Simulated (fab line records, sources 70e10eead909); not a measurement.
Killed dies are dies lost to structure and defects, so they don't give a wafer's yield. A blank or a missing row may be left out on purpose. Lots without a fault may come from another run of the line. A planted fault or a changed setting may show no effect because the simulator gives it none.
fab line records | flow nand_harc
record lots=24 wafers=72 last_day=34
route steps=1302 shown A_M0@1156 A_M1@1187 A_BONDPAD@1219
lots that met no fault: from a run of the same line without faults
start_h: hours from the record's first day to the start of the lot's first wafer shown | wait_h: hours since the lot's step before | " the same as in the row above | L1.1+2: a row that stands for several wafers | - no value, or no start given | * or withheld: withheld | < > ~ a bound
route shown NAME@n: a module of which the file shows steps, and the number in the route of the first | usual: mean/standard deviation of fault-free wafers | same: alike in all rows | chamber/n: place in a boat | sites: the reading at each site | _std_site: their standard deviation | _edge_site: outer sites' mean less inner sites' | radius_mm: how far each site lies from the wafer's centre | mask NAME#n: copy n | behind: the tool/chamber that last shaped the wafer | hold: why the lot was held/for how many hours/how that ended | device: the transistor (n, p or np) that didn't switch | end of line: the same wafers' tests at the end of the route | a step without rows: its recipe alone | killed: dies lost to structure and defects at the first sort, not the wafer's yield | map: a wafer's dies, x killed, . not, _ none there
set.NAME: the setting as run; set.NAME@STEP: as run at that earlier step | model.NAME: the simulator's own value behind a step, which no gauge read
steps of the route over a sample of lots; a table a step, a row a wafer
services: from which hour (start_h, from the record's first day; less than 0 if before it) a tool's chamber was out of use, for how many hours, and why
## steps
# step NHARC_A_M0_DEGAS_28
# recipe temp_c=250 time_s=60
# usual heater_power_w=355/50
# same time_s=60
# columns lot.wafer tool chamber start_h wait_h heater_power_w
L077.2 pvd_sputter-01 - 539.36 - 443
L077.4 " - " " 402
L077.1 " - " " 340
L075.4 pvd_sputter-01 - 541.10 - 320
L075.2 " - " " 438
L075.6 " - " " 414
L074.4 pvd_sputter-02 - 543.48 - 329
L074.2 " - " " 333
L074.6 " - " " 319
L076.3 pvd_sputter-03 - 547.15 - 393
L076.4 " - " " 383
L076.1 " - " " 271
L079.1 pvd_sputter-03 - 562.97 - 314
L079.2 " - " " 279
L079.6 " - " " 308
L078.4 pvd_sputter-01 - 563.95 - 456
L078.1 " - " " 346
L078.6 " - " " 447
L080.4 pvd_sputter-02 - 586.90 - 341
L080.1 " - " " 324
L080.6 " - " " 361
L081.2 pvd_sputter-02 - 595.12 - 327
L081.4 " - " " 339
L081.6 " - " " 365
L084.1 pvd_sputter-01 - 643.49 - 334
L084.2 " - " " 415
L084.6 " - " " 425
L082.4 pvd_sputter-03 - 644.73 - 388
L082.1 " - " " 274
L082.5 " - " " 387
L083.1 pvd_sputter-01 - 646.46 - 422
L083.2 " - " " 309
L083.5 " - " " 437
L087.1 pvd_sputter-01 - 655.36 - 326
L087.2 " - " " 425
L087.6 " - " " 336
L085.2 pvd_sputter-01 - 661.61 - 300
L085.1 " - " " 338
L085.5 " - " " 428
L088.4 pvd_sputter-01 - 664.59 - 310
L088.2 " - " " 423
L088.6 " - " " 428
L086.4 pvd_sputter-03 - 667.58 - 315
L086.1 " - " " 380
L086.5 " - " " 304
L089.3 pvd_sputter-03 - 674.83 - 384
L089.1 " - " " 302
L089.6 " - " " 272
L091.4 pvd_sputter-02 - 683.31 - 339
L091.1 " - " " 332
L091.6 " - " " 334
L090.3 pvd_sputter-03 - 688.52 - 307
L090.1 " - " " 379
L090.6 " - " " 376
L093.1 pvd_sputter-02 - 715.98 - 338
L093.3 " - " " 320
L093.4 " - " " 401
L092.4 pvd_sputter-02 - 717.71 - 310
L092.3 " - " " 320
L092.6 " - " " 397
L094.3 pvd_sputter-01 - 724.05 - 418
L094.6 " - " " 421
L094.5 " - " " 306
L096.2 pvd_sputter-03 - 738.33 - 306
L096.4 " - " " 401
L096.6 " - " " 408
L095.3 pvd_sputter-02 - 755.46 - 333
L095.1 " - " " 324
L095.2 " - " " 326
L097.4 pvd_sputter-01 - 773.96 - 426
L097.5 " - " " 332
L097.6 " - " " 419
# step NHARC_A_M1_ETCH_28
# recipe target_depth_a=300 over_etch_frac=0.3 time_s=72.99 ion_energy_ev=150 cf4_flow_sccm=50 n2_flow_sccm=100 ar_flow_sccm=150 rf_w=300 bias_w=100 chemistry=CF4/N2
# usual drypump_motor_current_A=5.6/0.53 oes_product_au=1.000/0.0075 rf_vpp_V=313.5/1.9 showerhead_plenum_p_Torr=2.59/0.097 throttle_valve_pct=19.794/0.008
# same time_s=72.99
# columns lot.wafer tool chamber start_h wait_h drypump_motor_current_A oes_product_au rf_hours_counter_h rf_vpp_V showerhead_plenum_p_Torr throttle_valve_pct
L077.1 rie_diel-05 3 - - 5.3 1.009 3.3 314.4 2.56 19.792
L077.2 " 0 " " 5.3 1.016 3.7 312.6 2.46 19.798
L077.4 " 1 " " 5.9 1.004 3.3 310.9 2.50 19.782
L075.4 rie_diel-06 1 - - 5.8 0.998 3.0 313.9 2.57 19.798
L075.2 " 0 " " 5.4 1.002 3.3 315.1 2.67 19.788
L075.6 " 2 " " 6.4 0.987 - 311.5 2.53 19.788
L074.4 rie_diel-09 2 - - 5.5 0.995 2.5 310.0 2.44 19.787
L074.2 " 3 " " 5.0 1.004 2.5 314.1 2.63 19.785
L074.6 " 1 " " 5.2 1.003 - 315.3 2.71 19.799
L076.1 rie_diel-05 1 - - 5.9 0.987 3.5 312.9 2.51 19.794
L076.4 " 3 " " 5.3 0.991 3.5 313.5 2.56 19.786
L076.3 " 0 " " 5.3 0.998 3.9 310.9 2.46 19.802
L079.2 rie_diel-05 2 - - 6.5 1.006 4.2 316.6 2.74 19.782
L079.1 " 3 " " 5.2 1.004 4.4 313.3 2.56 19.803
L079.6 " 2 " " 6.5 1.007 - 315.7 2.74 19.794
L078.1 rie_diel-06 3 - - 5.7 0.998 4.4 313.6 2.62 19.791
L078.4 " 1 " " 5.7 1.006 4.3 312.8 2.57 19.803
L078.6 " 3 " " 5.7 0.994 - 313.2 2.62 19.777
L080.4 rie_diel-09 0 - - 5.1 1.005 3.9 313.3 2.56 19.794
L080.1 " 2 " " 5.5 0.995 3.9 309.9 2.44 19.794
L080.6 " 0 " " 5.1 1.002 - 310.7 2.56 19.788
L081.2 rie_diel-09 3 - - 5.0 0.997 4.1 315.2 2.63 19.792
L081.4 " 0 " " 5.1 1.004 4.1 314.1 2.56 19.790
L081.6 " 0 " " 5.1 1.003 - 314.2 2.56 19.804
L084.1 rie_diel-05 0 - - 5.3 1.007 1.4 311.8 2.46 19.801
L084.2 " 1 " " 5.9 0.994 0.9 312.8 2.50 19.796
L084.6 " 0 " " 5.3 1.005 - 311.2 2.46 19.779
L082.1 rie_diel-06 1 - - 5.8 1.010 8.6 312.5 2.57 19.802
L082.4 " 2 " " 6.3 0.992 8.5 311.6 2.53 19.786
L082.5 " 2 " " 6.4 0.995 - 311.9 2.53 19.789
L083.1 rie_diel-05 1 - - 5.9 0.996 1.0 311.6 2.50 19.790
L083.2 " 2 " " 6.6 0.998 1.5 315.4 2.74 19.796
L083.5 " 1 " " 5.9 0.990 - 312.4 2.50 19.793
L087.2 rie_diel-05 2 - - 6.6 0.997 1.6 315.4 2.74 19.786
L087.1 " 0 " " 5.3 0.995 1.7 310.8 2.46 19.805
L087.6 " 3 " " 5.2 1.009 - 314.2 2.56 19.794
L085.1 rie_diel-09 1 - - 5.2 1.009 7.5 313.7 2.71 19.791
L085.2 " 2 " " 5.5 0.996 7.7 311.2 2.44 19.793
L085.5 " 0 " " 5.1 1.005 - 311.8 2.55 19.798
L088.2 rie_diel-05 1 - - 5.9 0.991 1.7 311.6 2.50 19.782
L088.4 " 3 " " 5.2 1.004 2.1 313.3 2.56 19.787
L088.6 " 2 " " 6.6 1.011 - 315.9 2.74 19.782
L086.4 rie_diel-09 3 - - 5.0 1.005 8.7 314.5 2.62 19.807
L086.1 " 0 " " 5.1 0.999 8.5 312.0 2.55 19.802
L086.5 " 2 " " 5.5 0.987 - 310.2 2.44 19.787
L089.1 rie_diel-05 2 - - 6.6 1.013 3.0 316.7 2.74 19.790
L089.3 " 3 " " 5.2 1.004 2.8 313.0 2.56 19.790
L089.6 " 1 " " 5.9 1.002 - 312.4 2.50 19.795
L091.1 rie_diel-05 2 - - 6.5 0.997 3.2 316.8 2.74 19.797
L091.4 " 3 " " 5.3 1.007 3.0 314.9 2.56 19.790
L091.6 " 3 " " 5.3 1.005 - 313.6 2.56 19.795
L090.3 rie_diel-09 2 - - 5.5 0.987 0.4 310.1 2.44 19.792
L090.1 " 3 " " 5.0 0.996 0.5 314.3 2.62 19.795
L090.6 " 2 " " 5.5 0.995 - 311.4 2.44 19.802
L093.3 rie_diel-09 3 - - 5.0 1.003 2.1 312.2 2.62 19.789
L093.1 " 0 " " 5.1 1.009 2.2 312.6 2.55 19.793
L093.4 " 1 " " 5.2 1.002 1.8 316.2 2.70 19.802
L092.3 rie_diel-05 2 - - 6.5 1.002 4.0 316.7 2.74 19.798
L092.4 " 0 " " 5.2 1.013 3.9 311.5 2.46 19.799
L092.6 " 1 " " 5.9 0.996 - 312.3 2.50 19.795
L094.3 rie_diel-05 2 - - 6.6 0.993 4.2 316.1 2.74 19.800
L094.5 " 2 " " 6.5 0.990 - 316.2 2.74 19.790
L094.6 " 3 " " 5.2 0.988 - 313.1 2.56 19.794
L096.2 rie_diel-05 3 - - 5.2 1.000 4.4 313.2 2.56 19.792
L096.4 " 3 " " 5.2 0.993 - 313.1 2.56 19.789
L096.6 " 1 " " 5.9 0.991 - 310.2 2.50 19.801
L095.3 rie_diel-06 3 - - 5.7 1.002 6.4 313.7 2.62 19.803
L095.1 " 0 " " 5.4 1.004 6.1 314.7 2.66 19.795
L095.2 " 2 " " 6.4 0.994 7.1 312.8 2.53 19.795
L097.4 rie_diel-09 0 - - 5.1 1.006 4.2 312.3 2.55 19.806
L097.6 " 2 " " 5.5 0.994 - 310.1 2.44 19.806
L097.5 " 3 " " 5.0 0.995 - 314.7 2.62 19.776
# step NHARC_A_M1_ANNEAL_31
# recipe temp_c=225 time_s=90
# usual wafer_temp_C_max=225.66/0.26
# same time_s=90
# columns lot.wafer tool chamber start_h wait_h wafer_temp_C_max
L077.1 rtp_anneal-02 0 544.63 0.5 225.98
L077.2 " 0 " " 225.53
L077.4 " 0 " " 225.63
L075.2 rtp_anneal-01 0 546.01 0.4 226.01
L075.4 " 0 " " 225.55
L075.6 " 0 " " 225.95
L074.2 rtp_anneal-02 0 548.29 0.4 225.49
L074.4 " 0 " " 225.21
L074.6 " 0 " " 225.38
L076.1 rtp_anneal-02 0 551.90 - 225.31
L076.3 " 0 " " 225.45
L076.4 " 0 " " 225.50
L079.1 rtp_anneal-01 0 567.76 - 225.67
L079.2 " 0 " " 226.14
L079.6 " 0 " " 225.89
L078.1 rtp_anneal-02 0 568.70 0.3 225.55
L078.4 " 0 " " 225.37
L078.6 " 0 " " 225.83
L080.1 rtp_anneal-02 0 591.64 - 225.02
L080.4 " 0 " " 225.12
L080.6 " 0 " " 225.43
L081.2 rtp_anneal-02 0 600.06 0.4 225.79
L081.4 " 0 " " 225.44
L081.6 " 0 " " 225.66
L084.1 rtp_anneal-02 0 648.38 - 225.73
L084.2 " 0 " " 225.35
L084.6 " 0 " " 225.39
L082.1 rtp_anneal-02 0 649.61 - 226.11
L082.4 " 0 " " 225.69
L082.5 " 0 " " 225.47
L083.1 rtp_anneal-02 0 651.34 - 225.56
L083.2 " 0 " " 225.49
L083.5 " 0 " " 225.52
L087.1 rtp_anneal-01 0 660.14 0.3 225.90
L087.2 " 0 " " 225.85
L087.6 " 0 " " 225.75
L085.1 rtp_anneal-01 0 666.54 0.3 225.94
L085.2 " 0 " " 226.05
L085.5 " 0 " " 225.74
L088.2 rtp_anneal-01 0 669.46 0.3 225.81
L088.4 " 0 " " 225.88
L088.6 " 0 " " 225.85
L086.1 rtp_anneal-01 0 672.46 0.3 225.66
L086.4 " 0 " " 225.69
L086.5 " 0 " " 226.27
L089.1 rtp_anneal-02 0 679.82 0.3 225.52
L089.3 " 0 " " 225.56
L089.6 " 0 " " 225.68
L091.1 rtp_anneal-01 0 688.20 0.3 225.97
L091.4 " 0 " " 225.95
L091.6 " 0 " " 225.86
L090.1 rtp_anneal-01 0 693.32 - 226.05
L090.3 " 0 " " 225.82
L090.6 " 0 " " 225.90
L093.1 rtp_anneal-02 0 720.88 0.3 225.54
L093.3 " 0 " " 225.81
L093.4 " 0 " " 225.69
L092.3 rtp_anneal-02 0 722.85 - 225.62
L092.4 " 0 " " 225.18
L092.6 " 0 " " 225.77
L094.3 rtp_anneal-02 0 728.94 0.3 225.36
L094.5 " 0 " " 225.45
L094.6 " 0 " " 225.29
L096.2 rtp_anneal-02 0 743.49 - 225.66
L096.4 " 0 " " 225.72
L096.6 " 0 " " 225.50
L095.1 rtp_anneal-02 0 760.35 - 225.44
L095.2 " 0 " " 225.63
L095.3 " 0 " " 225.47
L097.4 rtp_anneal-01 0 779.00 0.4 225.41
L097.5 " 0 " " 225.51
L097.6 " 0 " " 225.50
# step NHARC_A_BONDPAD_ETCH_34
# recipe target_depth_a=600 overetch_a=180 time_s=65.91 ion_energy_ev=200 n2_flow_sccm=150 h2_flow_sccm=150 ar_flow_sccm=0 rf_w=400 bias_w=150 chemistry=N2/H2
# usual drypump_motor_current_A=5.7/0.47 oes_product_au=1.000/0.0096 rf_vpp_V=430.9/2.9 showerhead_plenum_p_Torr=2.05/0.1 throttle_valve_pct=14.172/0.009
# same time_s=65.91
# columns lot.wafer tool chamber start_h wait_h drypump_motor_current_A oes_product_au rf_hours_counter_h rf_vpp_V showerhead_plenum_p_Torr throttle_valve_pct
L077.1 rie_diel-07 3 547.56 0.1 6.0 1.002 2 433.2 2.15 14.166
L077.4 " 0 " " 5.5 1.014 1 432.5 2.16 14.161
L077.2 " 1 " " 6.5 1.005 2 427.3 1.96 14.178
L075.2 rie_diel-07 2 549.01 0.1 5.1 1.013 2 430.0 1.99 14.178
L075.4 " 1 " " 6.4 1.011 2 428.0 1.96 14.175
L075.6 " 3 " " 6.0 1.007 - 433.3 2.14 14.176
L074.2 rie_diel-07 3 551.29 0.1 6.0 1.006 2 434.4 2.15 14.170
L074.4 " 2 " " 5.1 1.008 2 428.2 1.99 14.169
L074.6 " 0 " " 5.5 1.020 - 433.2 2.16 14.167
L076.3 rie_diel-07 0 554.89 0.1 5.5 1.010 2 434.0 2.16 14.181
L076.4 " 1 " " 6.4 1.005 2 428.4 1.96 14.160
L076.1 " 3 " " 6.0 1.016 2 433.6 2.15 14.181
L079.1 rie_diel-01 2 570.79 0.1 5.7 0.994 0 427.8 1.96 14.171
L079.2 " 1 " " 6.4 1.010 0 431.5 2.05 14.163
L079.6 " 2 " " 5.7 1.006 - 428.1 1.96 14.181
L078.4 rie_diel-08 0 571.74 0.1 5.6 0.990 7 428.0 1.95 14.170
L078.1 " 1 " " 6.2 0.989 7 435.5 2.22 14.180
L078.6 " 0 " " 5.6 0.991 - 427.8 1.95 14.168
L080.1 rie_diel-01 3 594.70 0.1 5.4 1.000 2 429.2 1.99 14.162
L080.6 " 0 " " 5.1 0.988 - 430.6 2.02 14.166
L080.4 " 1 " " 6.4 1.018 - 430.8 2.05 14.199
L081.2 rie_diel-07 1 602.94 0.1 6.4 1.002 3 428.5 1.96 14.173
L081.4 " 2 " " 5.1 1.001 3 429.0 1.99 14.168
L081.6 " 1 " " 6.4 1.005 - 428.2 1.96 14.183
L084.2 rie_diel-01 3 651.44 0.1 5.4 0.992 15 428.6 1.98 14.166
L084.1 " 0 " " 5.1 0.989 13 430.4 2.02 14.179
L084.6 " 3 " " 5.4 0.998 - 428.0 1.98 14.170
L082.1 rie_diel-08 0 652.65 0.1 5.6 0.996 35 428.1 1.94 14.152
L082.4 " 1 " " 6.2 0.998 37 434.5 2.20 14.169
L082.5 " 0 " " 5.7 0.996 - 428.6 1.94 14.164
L083.2 rie_diel-08 3 654.39 0.1 5.4 0.989 35 426.4 1.89 14.164
L083.1 " 0 " " 5.6 1.000 35 426.8 1.94 14.153
L083.5 " 2 " " 6.1 1.001 - 435.4 2.21 14.189
L087.2 rie_diel-07 0 663.18 0.1 5.5 1.007 0 434.2 2.16 14.160
L087.1 " 1 " " 6.4 0.987 0 428.6 1.96 14.174
L087.6 " 0 " " 5.5 1.005 - 435.3 2.16 14.181
L085.2 rie_diel-07 2 669.59 0.1 5.1 0.994 0 429.8 1.99 14.182
L085.1 " 0 " " 5.5 1.011 0 434.1 2.16 14.161
L085.5 " 2 " " 5.1 1.007 - 429.0 1.99 14.164
L088.4 rie_diel-01 3 672.33 0.1 5.4 0.995 19 428.6 1.98 14.175
L088.2 " 2 " " 5.7 0.992 3 427.7 1.96 14.170
L088.6 " 0 " " 5.0 0.987 - 429.1 2.02 14.181
L086.1 rie_diel-07 0 675.53 0.1 5.5 1.003 0 433.5 2.16 14.171
L086.4 " 1 " " 6.4 1.002 0 427.0 1.96 14.178
L086.5 " 0 " " 5.5 1.010 - 434.1 2.16 14.177
L089.1 rie_diel-07 3 682.90 0.1 6.0 0.994 1 433.6 2.14 14.172
L089.3 " 0 " " 5.5 1.000 1 433.8 2.16 14.173
L089.6 " 2 " " 5.1 1.001 - 429.0 1.99 14.168
L091.4 rie_diel-01 3 691.10 0.1 5.4 0.991 21 427.7 1.98 14.180
L091.1 " 2 " " 5.7 0.993 4 427.6 1.96 14.179
L091.6 " 0 " " 5.0 0.987 - 430.3 2.02 14.178
L090.1 rie_diel-07 1 696.37 0.1 6.4 1.009 1 428.5 1.95 14.166
L090.3 " 3 " " 6.0 1.009 1 433.9 2.14 14.162
L090.6 " 1 " " 6.4 0.998 - 430.0 1.95 14.173
L093.4 rie_diel-08 1 723.81 0.1 6.3 0.990 61 436.7 2.20 14.163
L093.1 " 2 " " 6.1 0.972 55 433.5 2.20 14.171
L093.3 " 0 " " 5.6 0.993 60 427.1 1.93 14.167
L092.3 rie_diel-01 2 725.79 0.1 5.7 0.995 9 427.7 1.96 14.172
L092.4 " 0 " " 5.1 0.989 24 428.9 2.01 14.155
L092.6 " 2 " " 5.7 0.998 - 428.2 1.96 14.160
L094.3 rie_diel-07 3 731.88 0.1 6.0 1.007 1 433.2 2.14 14.178
L094.6 " 0 " " 5.5 1.007 - 432.7 2.16 14.166
L094.5 " 1 " " 6.5 1.005 - 426.9 1.95 14.172
L096.2 rie_diel-07 0 746.47 0.1 5.5 1.004 2 435.0 2.16 14.176
L096.4 " 3 " " 6.0 1.005 2 434.4 2.14 14.182
L096.6 " 0 " " 5.5 1.003 - 433.8 2.16 14.174
L095.3 rie_diel-08 1 763.43 0.1 6.3 0.991 13 434.9 2.19 14.163
L095.2 " 2 " " 6.1 0.988 11 435.5 2.19 14.175
L095.1 " 3 " " 5.4 0.989 13 434.2 2.21 14.153
L097.4 rie_diel-07 3 782.28 0.1 6.0 1.002 3 433.6 2.14 14.173
L097.6 " 1 " " 6.5 0.996 - 428.8 1.95 14.159
L097.5 " 2 " " 5.1 1.005 - 429.2 1.98 14.166
# step NHARC_A_BONDPAD_ETCH_12
# recipe target_depth_a=2200 time_s=110 chf3_flow_sccm=50 o2_flow_sccm=10 ar_flow_sccm=200 rf_w=500 bias_w=200 chemistry=CHF3/O2
# usual drypump_motor_current_A=5.7/0.46 oes_product_au=0.945/0.026 rf_vpp_V=370.8/2.4 showerhead_plenum_p_Torr=2.42/0.11 throttle_valve_pct=20.572/0.0098
# same time_s=110
# columns lot.wafer tool chamber start_h wait_h drypump_motor_current_A oes_product_au rf_hours_counter_h rf_vpp_V showerhead_plenum_p_Torr throttle_valve_pct
L077.4 rie_diel-07 3 - - 6.0 0.970 2 372.8 2.52 20.560
L077.1 " 1 " " 6.4 0.979 2 369.7 2.31 20.569
L077.2 " 2 " " 5.1 0.972 2 370.2 2.34 20.579
L075.2 rie_diel-07 2 - - 5.1 0.929 2 369.6 2.34 20.570
L075.4 " 3 " " 6.0 0.923 2 371.6 2.52 20.578
L075.6 " 0 " " 5.5 0.932 - 372.8 2.54 20.574
L074.2 rie_diel-07 1 - - 6.5 0.973 2 368.6 2.31 20.571
L074.4 " 2 " " 5.1 0.957 2 370.6 2.34 20.572
L074.6 " 1 " " 6.5 0.972 - 369.1 2.31 20.570
L076.4 rie_diel-07 1 - - 6.4 0.939 2 368.9 2.31 20.587
L076.1 " 3 " " 6.0 0.939 2 371.5 2.52 20.580
L076.3 " 0 " " 5.5 0.941 2 372.9 2.54 20.578
L079.1 rie_diel-01 1 - - 6.4 0.977 0 369.8 2.41 20.582
L079.2 " 2 " " 5.7 0.983 0 367.5 2.31 20.566
L079.6 " 0 " " 5.0 0.955 - 370.8 2.38 20.582
L078.1 rie_diel-08 1 - - 6.2 0.953 7 375.5 2.59 20.586
L078.4 " 3 " " 5.4 0.956 7 367.2 2.24 20.553
L078.6 " 0 " " 5.6 0.958 - 369.6 2.31 20.565
L080.1 rie_diel-01 1 - - 6.3 0.934 2 371.1 2.41 20.557
L080.4 " 1 " " 6.3 0.940 - 371.8 2.41 20.565
L080.6 " 3 " " 5.4 0.926 - 367.6 2.34 20.563
L081.2 rie_diel-07 1 - - 6.4 0.935 3 369.5 2.31 20.580
L081.4 " 2 " " 5.1 0.928 3 369.4 2.34 20.553
L081.6 " 0 " " 5.5 0.937 - 372.8 2.53 20.560
L084.2 rie_diel-01 0 - - 5.0 0.917 13 370.8 2.38 20.578
L084.1 " 1 " " 6.3 0.937 15 369.5 2.40 20.559
L084.6 " 3 " " 5.4 0.920 - 369.3 2.34 20.574
L082.4 rie_diel-08 1 - - 6.3 0.956 37 374.1 2.58 20.562
L082.1 " 3 " " 5.4 0.956 35 367.3 2.23 20.564
L082.5 " 1 " " 6.2 0.952 - 375.7 2.58 20.594
L083.2 rie_diel-08 0 - - 5.6 0.922 35 367.9 2.30 20.583
L083.1 " 1 " " 6.2 0.921 37 372.8 2.58 20.561
L083.5 " 0 " " 5.6 0.912 - 368.4 2.29 20.567
L087.2 rie_diel-07 0 - - 5.5 0.989 0 374.0 2.53 20.567
L087.1 " 1 " " 6.4 0.977 0 367.5 2.31 20.561
L087.6 " 1 " " 6.4 0.989 - 368.3 2.31 20.591
L085.1 rie_diel-07 2 - - 5.1 0.988 0 368.1 2.34 20.579
L085.2 " 1 " " 6.4 0.961 0 369.0 2.31 20.585
L085.5 " 2 " " 5.1 0.978 - 370.7 2.34 20.564
L088.4 rie_diel-01 2 - - 5.7 0.975 3 369.4 2.31 20.548
L088.2 " 3 " " 5.4 0.927 19 368.4 2.34 20.576
L088.6 " 3 " " 5.4 0.921 - 368.2 2.34 20.567
L086.1 rie_diel-07 0 - - 5.5 0.976 0 374.4 2.53 20.573
L086.4 " 2 " " 5.1 0.986 0 369.1 2.34 20.574
L086.5 " 0 " " 5.5 0.981 - 373.8 2.53 20.592
L089.3 rie_diel-07 2 - - 5.1 0.929 0 369.3 2.34 20.589
L089.1 " 3 " " 6.0 0.932 1 372.1 2.52 20.580
L089.6 " 2 " " 5.1 0.925 - 366.7 2.34 20.576
L091.4 rie_diel-01 2 - - 5.7 0.919 4 369.4 2.31 20.564
L091.1 " 3 " " 5.4 0.919 21 369.2 2.34 20.584
L091.6 " 3 " " 5.4 0.925 - 368.9 2.34 20.575
L090.3 rie_diel-07 1 - - 6.4 0.994 1 368.7 2.31 20.577
L090.1 " 3 " " 6.0 0.975 1 374.9 2.52 20.565
L090.6 " 1 " " 6.4 0.974 - 366.4 2.31 20.582
L093.4 rie_diel-08 1 - - 6.2 0.918 61 374.0 2.57 20.567
L093.3 " 2 " " 6.1 0.905 55 373.7 2.57 20.563
L093.1 " 0 " " 5.6 0.914 60 367.2 2.28 20.581
L092.3 rie_diel-01 3 - - 5.4 0.918 25 368.1 2.33 20.593
L092.4 " 2 " " 5.7 0.919 9 367.2 2.31 20.569
L092.6 " 3 " " 5.4 0.928 - 369.2 2.33 20.574
L094.3 rie_diel-07 1 - - 6.4 0.933 2 368.3 2.31 20.569
L094.6 " 3 " " 6.0 0.932 - 371.7 2.52 20.583
L094.5 " 0 " " 5.5 0.935 - 371.6 2.53 20.572
L096.2 rie_diel-07 0 - - 5.5 0.973 2 372.1 2.53 20.559
L096.4 " 1 " " 6.4 0.984 2 367.6 2.31 20.577
L096.6 " 3 " " 6.0 0.966 - 372.6 2.52 20.561
L095.2 rie_diel-08 3 - - 5.5 0.913 13 374.7 2.59 20.566
L095.3 " 0 " " 5.6 0.917 14 367.6 2.28 20.563
L095.1 " 1 " " 6.3 0.911 13 372.8 2.57 20.577
L097.4 rie_diel-07 1 - - 6.4 0.929 3 368.5 2.31 20.569
L097.6 " 1 " " 6.4 0.922 - 369.0 2.31 20.580
L097.5 " 2 " " 5.1 0.921 - 368.7 2.34 20.590
# step NHARC_A_BONDPAD_DEGAS_25
# recipe temp_c=300 time_s=60
# usual heater_power_w=483/69
# same time_s=60
# columns lot.wafer tool chamber start_h wait_h heater_power_w
L077.1 pvd_sputter-03 - 548.41 - 560
L077.2 " - " " 532
L077.4 " - " " 382
L075.4 pvd_sputter-01 - 549.88 - 453
L075.2 " - " " 627
L075.6 " - " " 451
L074.4 pvd_sputter-02 - 552.15 - 471
L074.2 " - " " 436
L074.6 " - " " 458
L076.1 pvd_sputter-03 - 555.91 - 543
L076.3 " - " " 527
L076.4 " - " " 389
L079.2 pvd_sputter-01 - 571.64 - 474
L079.1 " - " " 644
L079.6 " - " " 618
L078.1 pvd_sputter-03 - 572.60 - 436
L078.4 " - " " 388
L078.6 " - " " 420
L080.4 pvd_sputter-03 - 595.63 - 418
L080.1 " - " " 381
L080.6 " - " " 429
L081.4 pvd_sputter-02 - 603.83 - 514
L081.2 " - " " 451
L081.6 " - " " 434
L084.2 pvd_sputter-02 - 652.33 - 452
L084.1 " - " " 550
L084.6 " - " " 447
L082.1 pvd_sputter-01 - 653.56 - 449
L082.4 " - " " 599
L082.5 " - " " 452
L083.1 pvd_sputter-03 - 655.28 - 391
L083.2 " - " " 550
L083.5 " - " " 537
L087.1 pvd_sputter-03 - 664.04 - 379
L087.2 " - " " 518
L087.6 " - " " 550
L085.1 pvd_sputter-02 - 670.44 - 460
L085.2 " - " " 555
L085.5 " - " " 438
L088.4 pvd_sputter-03 - 673.19 - 545
L088.2 " - " " 419
L088.6 " - " " 392
L086.4 pvd_sputter-02 - 676.39 - 578
L086.1 " - " " 437
L086.5 " - " " 445
L089.1 pvd_sputter-01 - 683.74 - 421
L089.3 " - " " 459
L089.6 " - " " 433
L091.4 pvd_sputter-03 - 691.96 - 569
L091.1 " - " " 531
L091.6 " - " " 384
L090.3 pvd_sputter-02 - 697.21 - 458
L090.1 " - " " 559
L090.6 " - " " 566
L093.3 pvd_sputter-03 - 724.66 - 565
L093.1 " - " " 380
L093.4 " - " " 561
L092.4 pvd_sputter-03 - 726.65 - 394
L092.3 " - " " 422
L092.6 " - " " 381
L094.3 pvd_sputter-03 - 732.72 - 571
L094.6 " - " " 383
L094.5 " - " " 568
L096.2 pvd_sputter-01 - 747.32 - 429
L096.4 " - " " 598
L096.6 " - " " 464
L095.3 pvd_sputter-03 - 764.28 - 559
L095.2 " - " " 389
L095.1 " - " " 562
L097.4 pvd_sputter-02 - 783.14 - 461
L097.6 " - " " 444
L097.5 " - " " 565
## services
# columns tool chamber start_h hours kind
rie_diel-05 - 521.10 0.9 repair
pvd_sputter-03 - 526.05 10.0 pm
rie_diel-07 1 532.62 2.0 repair
rie_diel-01 - 558.38 9.0 pm
rie_diel-07 - 563.31 25.6 repair
pvd_sputter-03 - 566.62 3.5 repair
rie_diel-01 2 582.28 79.9 repair
rie_diel-05 - 583.61 9.0 pm
rie_diel-01 0 588.77 4.8 repair
pvd_sputter-01 - 603.91 10.0 pm
rie_diel-07 1 607.34 3.5 repair
rie_diel-05 1 623.40 5.8 repair
pvd_sputter-02 - 638.69 10.0 pm
pvd_sputter-03 - 639.22 3.3 repair
rie_diel-07 - 648.20 9.0 pm
rie_diel-01 - 650.49 0.4 repair
pvd_sputter-01 - 662.93 1.2 repair
rie_diel-07 0 697.54 17.8 repair
pvd_sputter-03 - 704.05 10.0 pm
pvd_sputter-01 - 715.57 3.1 repair
rie_diel-07 3 721.02 3.8 repair
rtp_anneal-02 - 744.00 12.0 pm
rie_diel-07 2 753.08 9.4 repair
pvd_sputter-01 - 781.91 10.0 pm
## key
fault none
